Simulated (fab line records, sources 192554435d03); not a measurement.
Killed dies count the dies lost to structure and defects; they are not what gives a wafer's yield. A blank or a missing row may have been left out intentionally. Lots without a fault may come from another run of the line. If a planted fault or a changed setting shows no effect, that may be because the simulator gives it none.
fab line records | flow n5-finfet
record: lots: 10 wafers: 28 last-day: 17
route steps=1938 shown SD_EPI_P@306 BEOL_M4@1111 PASSIVATION@1936
lots untouched by any fault: they come from a run of this same line in which no faults occurred
start-h: hours from the record's first day to the start of the lot's first wafer shown | wait-h: hours elapsed since this lot's preceding step | " repeats the value in the row above | L1.1+2: one row covering several wafers at once | - no value present, or no start provided | * or withheld: withheld | < > ~ a bound
route shown NAME@n: names a module that has steps shown in the file, with the first one's number in the route | usual: mean/standard deviation taken from wafers without a fault | same: alike in all rows | chamber/n: place in a boat | sites: readings site by site | _std_site: how widely they spread, as a standard deviation | _edge_site: mean of outer sites minus mean of inner sites | radius-mm: how far each site lies from the wafer's centre | mask NAME#n: copy n | behind: the most recent tool/chamber to have shaped the wafer | hold: reason for holding the lot/hours on hold/outcome of the hold | device: whichever transistor did not switch (one of n, p or np) | end of line: tests of these same wafers at the route's end | step lacking rows: just its recipe | killed: not the wafer's yield, but the dies lost to structure and defects at the first sort | map: dies across one wafer; x = killed, . = not, _ = none there
set.NAME: the run value of the setting; set.NAME@STEP: its run value at that earlier step | model.NAME: the simulator's own value behind a step, which no gauge read
a sample of lots followed through the steps of the route, with each step as a table and each wafer as a row
services: from which hour (start-h, from the record's first day; less than 0 if before it) a tool's chamber was out of use, for how many hours, and why
== steps ==
step: N5_SD_EPI_P_DESCUM_14
recipe: chemistry: O2 time-s: 7.9 source-power-w: 50 bias-power-w: 20 pressure-mtorr: 20 rf-frequency-hz: 2.712e+07 temp-c: 40 resist: CAR-ArF-block o2-flow-sccm: 225
usual: drypump-motor-current-A: 5.8/0.34 oes-product-au: 0.82/0.078 rf-vpp-V: 243.5/1.6 showerhead-plenum-p-Torr: 2.12/0.088 throttle-valve-pct: 20.40/0.25
columns lot.wafer tool chamber start-h wait-h drypump-motor-current-A oes-product-au rf-hours-counter-h rf-vpp-V showerhead-plenum-p-Torr throttle-valve-pct
L658.2 rie-diel-02 2 97.45 0.0 6.6 0.84 54 243.8 2.04 20.83
L658.3 " 3 " " 5.8 0.87 47 245.1 2.24 19.99
L658.4 " 0 " " 5.1 0.78 130 245.2 2.21 20.76
L663.1 rie-diel-02 0 128.77 0.2 5.1 0.78 141 244.2 2.21 20.79
L663.3 " 3 " " 5.9 0.85 56 245.1 2.23 19.99
L663.4 " 2 " " 6.5 0.82 63 242.3 2.04 20.83
L664.2 rie-diel-06 3 132.57 0.0 5.6 0.77 147 244.9 2.18 20.34
L664.5 " 1 " " 6.2 0.88 - 242.9 2.05 20.04
L664.6 " 2 " " 6.0 0.84 - 245.2 2.23 20.35
L666.1 rie-diel-06 0 143.24 0.3 5.6 0.73 186 241.7 2.02 20.68
L666.3 " 2 " " 6.0 0.84 69 245.1 2.23 20.36
L666.5 " 2 " " 6.0 0.83 - 245.2 2.23 20.36
L667.3 rie-diel-06 3 150.35 0.0 5.6 0.75 151 245.4 2.18 20.33
L667.4 " 2 " " 6.1 0.83 71 245.2 2.23 20.37
L667.6 " 1 " " 6.2 0.87 - 242.8 2.04 20.05
L668.1 rie-diel-06 0 156.60 0.0 5.6 0.73 191 242.7 2.02 20.69
L668.3 " 1 " " 6.2 0.86 43 242.1 2.04 20.04
L668.5 " 2 " " 6.0 0.84 - 246.2 2.23 20.37
L670.3 rie-diel-06 1 168.41 0.0 6.2 0.86 47 241.8 2.04 20.04
L670.4 " 0 " " 5.6 0.72 194 241.1 2.02 20.71
L671.1 rie-diel-06 1 176.09 0.1 6.2 0.85 50 242.0 2.04 20.05
L671.5 " 3 " " 5.6 0.75 - 245.3 2.18 20.37
L671.6 " 2 " " 6.0 0.82 - 246.8 2.23 20.37
L673.1 rie-diel-06 0 184.86 0.0 5.6 0.71 199 240.4 2.01 20.72
L673.5 " 2 " " 6.0 0.82 - 244.4 2.23 20.38
L674.2 rie-diel-06 0 194.20 0.0 5.6 0.72 202 241.4 2.01 20.71
L674.3 " 3 " " 5.6 0.75 166 244.9 2.18 20.36
L674.6 " 1 " " 6.2 0.86 - 241.7 2.04 20.06
step: N5_SD_EPI_P_ETCH_37
recipe: chemistry: N2/H2 target: SOC overetch-a: 1080 mask-material: SiARC temp-c: 40 ion-energy-ev: 100 source-w: 3000 bias-w: 133 pressure-mtorr: 20 time-s: 486 n2-flow-sccm: 200 h2-flow-sccm: 200 ends: end-point
usual: drypump-motor-current-A: 5.8/0.34 oes-product-au: 0.73/0.066 rf-vpp-V: 241.0/1.6 showerhead-plenum-p-Torr: 2.56/0.1 throttle-valve-pct: 23.68/0.27
columns lot.wafer tool chamber start-h wait-h drypump-motor-current-A oes-product-au rf-hours-counter-h rf-vpp-V showerhead-plenum-p-Torr throttle-valve-pct
L658.2 rie-diel-02 2 97.54 0.0 6.5 0.74 55 240.7 2.47 24.23
L658.3 " 3 " " 5.9 0.78 47 243.0 2.68 23.07
L658.4 " 0 " " 5.1 0.69 130 242.3 2.66 23.96
L663.1 rie-diel-02 0 128.86 0.0 5.1 0.68 141 241.4 2.65 23.98
L663.3 " 3 " " 5.8 0.76 56 241.7 2.68 23.06
L663.4 " 2 " " 6.5 0.73 63 240.7 2.47 24.24
L664.2 rie-diel-06 3 132.67 0.0 5.6 0.69 147 243.1 2.64 23.57
L664.5 " 1 " " 6.2 0.79 - 241.5 2.50 23.47
L664.6 " 2 " " 6.0 0.76 - 244.0 2.66 23.43
L666.1 rie-diel-06 0 143.33 0.0 5.6 0.66 187 239.9 2.41 23.80
L666.3 " 2 " " 6.0 0.76 69 243.2 2.66 23.42
L666.5 " 2 " " 6.0 0.75 - 241.0 2.66 23.43
L667.3 rie-diel-06 3 150.44 0.0 5.6 0.69 151 241.6 2.64 23.54
L667.4 " 2 " " 6.0 0.75 71 242.0 2.66 23.43
L667.6 " 1 " " 6.2 0.78 - 240.6 2.50 23.50
L668.1 rie-diel-06 0 156.70 0.0 5.6 0.65 191 237.5 2.41 23.81
L668.3 " 1 " " 6.2 0.78 44 240.1 2.49 23.48
L668.5 " 2 " " 6.0 0.76 - 242.6 2.66 23.42
L670.3 rie-diel-06 1 168.50 0.0 6.2 0.77 47 240.8 2.49 23.50
L670.4 " 0 " " 5.6 0.65 194 238.8 2.41 23.81
L671.1 rie-diel-06 1 176.18 0.0 6.2 0.77 50 238.9 2.49 23.49
L671.5 " 3 " " 5.6 0.68 - 242.7 2.64 23.56
L671.6 " 2 " " 6.0 0.75 - 242.7 2.66 23.43
L673.1 rie-diel-06 0 184.95 0.0 5.6 0.66 199 238.2 2.41 23.82
L673.5 " 2 " " 6.0 0.75 - 241.4 2.66 23.43
L674.2 rie-diel-06 0 194.29 0.0 5.6 0.65 203 236.9 2.41 23.81
L674.3 " 3 " " 5.5 0.68 166 242.0 2.64 23.56
L674.6 " 1 " " 6.2 0.77 - 239.6 2.49 23.50
step: N5_SD_EPI_P_ETCHBACK_46
recipe: chemistry: CH3F/O2 mode: anisotropic-etchback target: SiNx target-depth-a: 175 stop-on: SiO2 over-etch-frac: 0.3 ion-energy-ev: 120 pressure-mtorr: 30 source-w: 395 bias-w: 73 Ar_flow_sccm: 150 CH3F_flow_sccm: 30 O2_flow_sccm: 20
usual: drypump-motor-current-A: 5.8/0.34 oes-product-au: 0.70/0.063 rf-vpp-V: 297/4.1 showerhead-plenum-p-Torr: 2.02/0.082 throttle-valve-pct: 16.25/0.22
same: over-etch-frac: 0.3
columns lot.wafer tool chamber start-h wait-h drypump-motor-current-A oes-product-au rf-hours-counter-h rf-vpp-V showerhead-plenum-p-Torr throttle-valve-pct
L658.2 rie-diel-02 2 97.87 0.0 6.5 0.71 55 293 1.94 16.56
L658.3 " 3 " " 5.9 0.74 47 297 2.14 15.89
L658.4 " 0 " " 5.1 0.66 130 298 2.11 16.62
L663.1 rie-diel-02 0 129.19 0.0 5.1 0.65 141 299 2.11 16.64
L663.3 " 3 " " 5.8 0.73 57 297 2.13 15.90
L663.4 " 2 " " 6.5 0.70 63 293 1.93 16.57
L664.2 rie-diel-06 3 132.99 0.0 5.6 0.66 147 302 2.07 16.22
L664.5 " 1 " " 6.2 0.74 - 293 1.96 15.99
L664.6 " 2 " " 6.0 0.72 - 301 2.11 16.11
L666.1 rie-diel-06 0 143.66 0.0 5.6 0.63 187 295 1.90 16.44
L666.3 " 2 " " 6.0 0.72 69 300 2.11 16.12
L666.5 " 2 " " 6.0 0.72 - 300 2.11 16.10
L667.3 rie-diel-06 3 150.77 0.0 5.5 0.65 152 303 2.07 16.23
L667.4 " 2 " " 6.0 0.73 71 300 2.11 16.14
L667.6 " 1 " " 6.2 0.75 - 292 1.96 16.02
L668.1 rie-diel-06 0 157.02 0.0 5.6 0.63 191 295 1.90 16.43
L668.3 " 1 " " 6.1 0.74 44 292 1.96 16.02
L668.5 " 2 " " 6.0 0.71 - 301 2.11 16.11
L670.3 rie-diel-06 1 168.82 0.0 6.2 0.74 47 293 1.95 16.02
L670.4 " 0 " " 5.6 0.63 194 294 1.90 16.44
L671.1 rie-diel-06 1 176.50 0.0 6.2 0.74 50 292 1.95 16.01
L671.5 " 3 " " 5.6 0.66 - 302 2.07 16.25
L671.6 " 2 " " 6.0 0.71 - 300 2.11 16.12
L673.1 rie-diel-06 0 185.27 0.0 5.6 0.63 199 296 1.90 16.46
L673.5 " 2 " " 6.0 0.71 - 300 2.11 16.14
L674.2 rie-diel-06 0 194.62 0.0 5.6 0.63 203 294 1.90 16.47
L674.3 " 3 " " 5.7 0.65 166 302 2.07 16.26
L674.6 " 1 " " 6.2 0.74 - 292 1.95 16.03
step: N5_SD_EPI_P_STRIP_50
recipe: chemistry: CHF3/O2 resist: SiARC rf-frequency-hz: 6e+07
columns lot.wafer tool chamber start-h wait-h
L658.2+3+4 rie-diel-02 2,3,0 98.11 0.0
L663.1+3+4 rie-diel-02 0,3,2 129.43 0.0
L664.2+5+6 rie-diel-06 3,1,2 133.23 0.0
L666.1+3+5 rie-diel-06 0,2,2 143.90 0.0
L667.3+4+6 rie-diel-06 3,2,1 151.01 0.0
L668.1+3+5 rie-diel-06 0,1,2 157.26 0.0
L670.3+4 rie-diel-06 1,0 169.06 0.0
L671.1+5+6 rie-diel-06 1,3,2 176.74 0.0
L673.1+5 rie-diel-06 0,2 185.51 0.0
L674.2+3+6 rie-diel-06 0,3,1 194.86 0.0
step: N5_SD_EPI_P_INSPECT_26
recipe: inspect-instrument: darkfield mode: post-epi
usual: raw-defect-count: 176/39
columns lot.wafer tool chamber start-h wait-h raw-defect-count
L658.2 defect-inspect-01 - 101.17 0.0 222
L658.3 " - " " 166
L658.4 " - " " 165
L663.1 defect-inspect-02 - 134.49 0.0 1443
L663.3 " - " " 1496
L663.4 " - " " 1559
L664.2 defect-inspect-01 - 137.13 0.0 1425
L664.5 " - " " 1407
L664.6 " - " " 1436
L666.1 defect-inspect-01 - 147.82 0.0 238
L666.3 " - " " 188
L666.5 " - " " 155
L667.3 defect-inspect-02 - 154.95 0.0 217
L667.4 " - " " 154
L667.6 " - " " 193
L668.1 defect-inspect-01 - 161.28 0.0 197
L668.3 " - " " 241
L668.5 " - " " 151
L670.3 defect-inspect-01 - 172.13 0.0 164
L670.4 " - " " 142
L671.1 defect-inspect-01 - 180.67 0.0 145
L671.5 " - " " 177
L671.6 " - " " 221
L673.1 defect-inspect-01 - 188.57 0.0 182
L673.5 " - " " 145
L674.2 defect-inspect-02 - 197.92 0.0 190
L674.3 " - " " 215
L674.6 " - " " 149
step: N5_BEOL_M4_RC_MEAS_101
usual: DIBL_N: 37.1/1.9 DIBL_P: 37.2/2.3 IOFF_N: 0.18/0.04 IOFF_P: 0.23/0.044 ION_N: 682/11 ION_P: 468/8.6 SS_N: 71.9/0.68 SS_P: 73.5/0.74 VT_N: 248/3.4 VT_P: -248/3.4
columns lot.wafer tool chamber start-h wait-h DIBL_N[mV/V] DIBL_P[mV/V] IOFF_N[nA/um] IOFF_P[nA/um] ION_N[uA/um] ION_P[uA/um] SS_N[mV/dec] SS_P[mV/dec] VT_N[mV] VT_P[mV]
L658.2 prober-02 0 198.42 0.2 32.9 33.4 0.11 0.16 660 455 70.7 72.0 254 -254
L658.3 " 0 " " 35.6 35.8 0.16 0.19 679 461 71.8 72.5 248 -252
L658.4 " 0 " " 34.9 34.8 0.15 0.17 670 460 72.0 72.5 249 -254
L666.1 prober-02 0 256.00 0.0 34.2 33.6 0.12 0.17 650 453 71.5 72.0 253 -255
L666.3 " 0 " " 38.1 38.7 0.18 0.23 687 467 71.6 73.6 251 -249
L666.5 " 0 " " 39.3 41.4 0.20 0.28 679 460 72.3 74.5 250 -245
L667.3 prober-01 0 261.19 0.3 40.2 42.0 0.26 0.30 697 471 73.5 74.6 244 -245
L667.4 " 0 " " 37.6 39.5 0.20 0.26 687 465 72.0 74.1 246 -248
L667.6 " 0 " " 39.0 39.6 0.22 0.25 681 455 72.6 74.0 246 -247
L668.1 prober-02 0 265.64 0.0 38.1 37.8 0.16 0.21 685 469 71.9 73.6 250 -252
L668.3 " 0 " " 37.3 37.4 0.18 0.22 687 471 72.5 73.9 247 -251
L668.5 " 0 " " 37.4 37.3 0.16 0.21 676 470 72.7 72.8 251 -251
L670.3 prober-01 0 276.53 0.3 36.9 35.7 0.17 0.18 666 444 73.2 73.4 250 -256
L670.4 " 0 " " 37.8 35.7 0.19 0.19 670 452 73.0 73.2 251 -253
L671.1 prober-01 0 292.97 0.0 37.6 40.2 0.21 0.29 688 473 72.1 74.6 246 -246
L671.5 " 0 " " 37.4 39.5 0.19 0.26 681 464 71.8 74.0 247 -246
L671.6 " 0 " " 41.7 43.6 0.32 0.37 699 477 73.5 75.8 240 -244
L673.1 prober-01 0 294.81 0.0 36.3 37.3 0.19 0.26 689 471 72.2 73.4 246 -245
L673.5 " 0 " " 32.8 33.6 0.13 0.20 652 457 71.2 71.7 253 -250
L674.2 prober-02 0 297.97 0.2 36.4 36.7 0.17 0.21 672 459 71.2 73.0 248 -252
L674.3 " 0 " " 36.8 36.7 0.17 0.22 671 454 72.2 73.5 248 -250
L674.6 " 0 " " 37.0 37.2 0.18 0.23 675 460 71.9 73.8 247 -250
step: N5_PASSIVATION_PROBE_49
usual: killed_at_M0_to_M3: 32/9.7 killed_at_M4_up: 14/5.3 killed-at-contacts: 11/6 killed-at-front-end: 39/14 killed-at-other: 3.3/2.7 killed-dies: 100/17 killed-on-rim: 14/4 killed-open: 66/13 killed-short: 32/7.4
same: gross-dies: 1180 killed-at-back-side: 0
columns lot.wafer tool chamber start-h wait-h killed_at_M0_to_M3 killed_at_M4_up killed-at-contacts killed-at-front-end killed-at-other killed-dies killed-on-rim killed-open killed-short
L664.2 prober-01 - 337.44 0.1 34 10 18 1117 1 1180 152 58 39
L664.5 prober-01 - 337.59 0.2 32 14 5 1125 4 1180 152 54 20
L664.6 prober-01 - 337.64 0.3 25 19 15 1117 4 1180 152 57 29
L663.1 prober-02 - 351.37 0.0 48 23 6 1097 6 1180 152 85 28
L663.3 prober-02 - 351.47 0.1 30 10 4 1135 1 1180 152 56 31
L663.4 prober-02 - 351.52 0.2 29 16 8 1120 7 1180 152 74 37
L668.1 prober-01 - 367.93 0.0 29 11 11 30 3 84 12 55 26
L667.3 prober-02 - 367.95 0.1 28 8 4 31 1 72 10 44 27
L667.4 prober-02 - 368.00 0.2 27 9 7 41 2 86 14 49 29
L667.6 prober-02 - 368.10 0.3 28 7 20 26 0 81 9 59 22
killed by level:class
L664.2 SD_EPI_P:area-epi=1082 MOL_CONTACT_COAG:geometric-particle:open=14 BEOL_M0_SAQP:geometric-particle:open=13 BEOL_M0_SAQP:geometric-particle:short=11 STI_FIN_REVEAL:geometric-particle:open=8 FIN_SAQP:geometric-particle:short=7 FIN_SAQP:geometric-particle:open=6 BEOL_M4:geometric-particle:open=5
L664.5 SD_EPI_P:area-epi=1105 BEOL_M3:geometric-particle:open=10 BEOL_M0_SAQP:geometric-particle:open=9 STI_FIN_REVEAL:geometric-particle:open=7 BEOL_M0_SAQP:geometric-particle:short=7 MOL_CONTACT_COAG:geometric-particle:open=5 BEOL_M5:geometric-particle:open=4 FIN_SAQP:geometric-particle:open=3
L664.6 SD_EPI_P:area-epi=1094 MOL_CONTACT_COAG:geometric-particle:open=14 BEOL_M4:geometric-particle:open=10 BEOL_M0_SAQP:geometric-particle:short=8 BEOL_M0_SAQP:geometric-particle:open=6 FIN_SAQP:geometric-particle:short=4 FIN_SAQP:geometric-particle:open=4 GATE_CUT:geometric-particle:short=4
L663.1 SD_EPI_P:area-epi=1067 BEOL_M3:geometric-particle:open=16 BEOL_M4:geometric-particle:open=14 BEOL_M0_SAQP:geometric-particle:short=9 STI_FIN_REVEAL:geometric-particle:open=8 BEOL_M0_SAQP:geometric-particle:open=8 FIN_SAQP:geometric-particle:open=7 BEOL_M1:geometric-particle:open=6
L663.3 SD_EPI_P:area-epi=1093 BEOL_M3:geometric-particle:open=9 FIN_SAQP:geometric-particle:open=7 BEOL_M0_SAQP:geometric-particle:open=7 FIN_SAQP:geometric-particle:short=6 STI_FIN_REVEAL:geometric-particle:open=6 DUMMY_GATE:geometric-particle:open=5 GATE_CUT:geometric-particle:short=5
L663.4 SD_EPI_P:area-epi=1069 STI_FIN_REVEAL:geometric-particle:open=14 FIN_SAQP:geometric-particle:short=8 DUMMY_GATE:geometric-particle:open=8 BEOL_M3:geometric-particle:open=7 MOL_CONTACT_COAG:geometric-particle:open=7 BEOL_M0_SAQP:geometric-particle:open=6 FIN_SAQP:geometric-particle:open=5
L668.1 MOL_CONTACT_COAG:geometric-particle:open=9 BEOL_M2:geometric-particle:open=8 STI_FIN_REVEAL:geometric-particle:open=7 BEOL_M0_SAQP:geometric-particle:short=7 BEOL_M0_SAQP:geometric-particle:open=5 FIN_SAQP:geometric-particle:open=4 FIN_SAQP:geometric-particle:short=3 STARTING-WAFER:geometric-particle:short=3
L667.3 GATE_CUT:geometric-particle:short=6 BEOL_M3:geometric-particle:open=6 GATE_CUT:geometric-particle:open=5 STI_FIN_REVEAL:geometric-particle:open=5 BEOL_M0_SAQP:geometric-particle:short=5 FIN_SAQP:geometric-particle:short=4 FIN_SAQP:geometric-particle:open=3 BEOL_M0_SAQP:geometric-particle:open=3
L667.4 FIN_SAQP:geometric-particle:open=8 FIN_SAQP:geometric-particle:short=8 BEOL_M0_SAQP:geometric-particle:open=8 HKMG_FIN:area-etch=8 GATE_CUT:geometric-particle:short=6 STARTING-WAFER:geometric-particle:open=5 MOL_CONTACT_COAG:geometric-particle:open=5 BEOL_M3:geometric-particle:open=4
L667.6 MOL_CONTACT_COAG:geometric-particle:open=18 BEOL_M2:geometric-particle:open=7 FIN_SAQP:geometric-particle:short=6 STI_FIN_REVEAL:geometric-particle:open=5 BEOL_M0_SAQP:geometric-particle:short=5 FIN_SAQP:geometric-particle:open=4 BEOL_M0:geometric-particle:open=4 BEOL_M1:geometric-particle:open=3
== services ==
columns tool chamber start-h hours kind
rie-diel-02 1 80.37 7.8 repair
rie-diel-02 0 80.68 14.0 repair
rie-diel-02 3 139.39 2.0 repair
rie-diel-06 1 181.26 7.0 repair
rie-diel-06 2 187.71 4.6 repair
== key ==
first-sign: step: N5_SD_EPI_P_INSPECT_26 reading: raw-defect-count direction: up sigmas: 33 usual: 176 struck: 1461
effect: step: N5_PASSIVATION_PROBE_49 reading: killed-at-front-end direction: up sigmas: 78 usual: 39 struck: 1118
more-kills-born-at: N5_SD_EPI_P_EPI_21@epi-rpcvd-01: 3281 N5_SD_EPI_P_EPI_21@epi-rpcvd-04: 3229
met-at N5_SD_EPI_P_STRIP_50
struck-lots L663,L664
later-rows-left-out L663.1,L663.3,L663.4,L664.2,L664.5,L664.6
tester-left-out L663,L664
not-acting-at N5_SD_EPI_P_DESCUM_14,N5_SD_EPI_P_ETCH_37,N5_SD_EPI_P_ETCHBACK_46
onset-between 98.11 129.43
fault: kind: skipped-step-whole tool: rie-diel-02,rie-diel-06 chamber: - onset-h: 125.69 steps: N5_SD_EPI_P_STRIP_50 scope: struck-lots-only
tester-left-out: of these lots the tester's yield and bins aren't shown, on N5 and GAA mostly nor the transistor test; their killed dies are dies lost to structure and defects alone, not to doping, threshold or leakage, so they don't give the yield
later-rows-left-out: the simulator's readings of these wafers behind a module that went badly wrong aren't trusted and aren't shown, but for the sort
